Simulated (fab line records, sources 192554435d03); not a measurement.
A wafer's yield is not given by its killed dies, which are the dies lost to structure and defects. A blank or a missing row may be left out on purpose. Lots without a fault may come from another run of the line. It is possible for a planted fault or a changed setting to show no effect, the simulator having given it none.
8D (eight disciplines) problem report, filled in by code ; flow n5-finfet ; the parts of the form that need people (team, actions taken, sign-off) are left out

== 1. THE PROBLEM ==
Mean of spin-speed-rpm at N5_BEOL_M10_COAT_60: 1424.4 rpm across 6 wafers in 2 lots; on wafers with no fault it is 1500.2 rpm (standard deviation 0.98). Relative to the usual mean, that is a shift of -77 standard deviations.
The step: time 60 s, resist thk 30 nm.
Seen first at day 13 08:02 on litho-track-01, wafer L464.1. Wafers with a number at this step in the record: 12, from 4 lots. By rule, "out" or "out of limits" means more than 4 standard deviations away from the usual mean. All remaining wafers that have a number are taken as sound.

== 2. WHAT IT IS, AND WHAT IT ISN'T ==
question;is;is not
which readings at this step;spin-speed-rpm;-
which lots;L464, L467;L458, L475
which wafers of those lots;all that have a number;-
read on which tools;litho-track-01;litho-track-02
when;from day 13 08:02;"up to then (3 sound wafers); but 3 sound wafers of L475 came after"

== 3. SUSPECTS, AND WHAT RULES EACH OUT ==
Counting: a tool at a process step up to the reading stays a suspect if it ran every lot that is out and no sound lot after the first of them.
- litho-track-01 at N5_BEOL_M10_COAT_60 (time 60 s, resist thk 30 nm): kept. Every lot that is out went through it, starting with L464 (day 13 08:02), and after that it ran no sound lot; the last sound lot it ran before then is L458 (day 12 16:46). Its own spin-speed-rpm readings are out on those wafers.
After counting, what remains is litho-track-01 at N5_BEOL_M10_COAT_60.

== 4. THE CAUSE (what the simulator had put in) ==
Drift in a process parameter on litho-track-01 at N5_BEOL_M10_COAT_60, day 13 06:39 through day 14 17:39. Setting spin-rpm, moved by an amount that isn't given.
The count eliminated every tool but this one.

== 5. THE CHAIN OF EFFECTS, in route order ==
One row per reading whose mean, taken over the struck wafers that have a number, lies over 3 standard deviations from the usual. Only readings whose record carries a usual standard deviation are examined. hours: median over the lots of the time between each lot's start at the first step of this table that gives one and its start at this step. sigmas: the change, counted in usual standard deviations.
hours;step;reading;usual;on struck wafers;change;sigmas
0;N5_BEOL_M10_COAT_60;spin-speed-rpm;1500.2 rpm;1424.4;-75.8;-77
Here are the process steps it includes:
- N5_BEOL_M10_COAT_60: time 60 s, resist thk 30 nm.

== 6. HOW IT WOULD HAVE BEEN CAUGHT EARLIER ==
In this record the first reading out of limits was taken at day 13 08:02, 1 hour after the fault began at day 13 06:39.
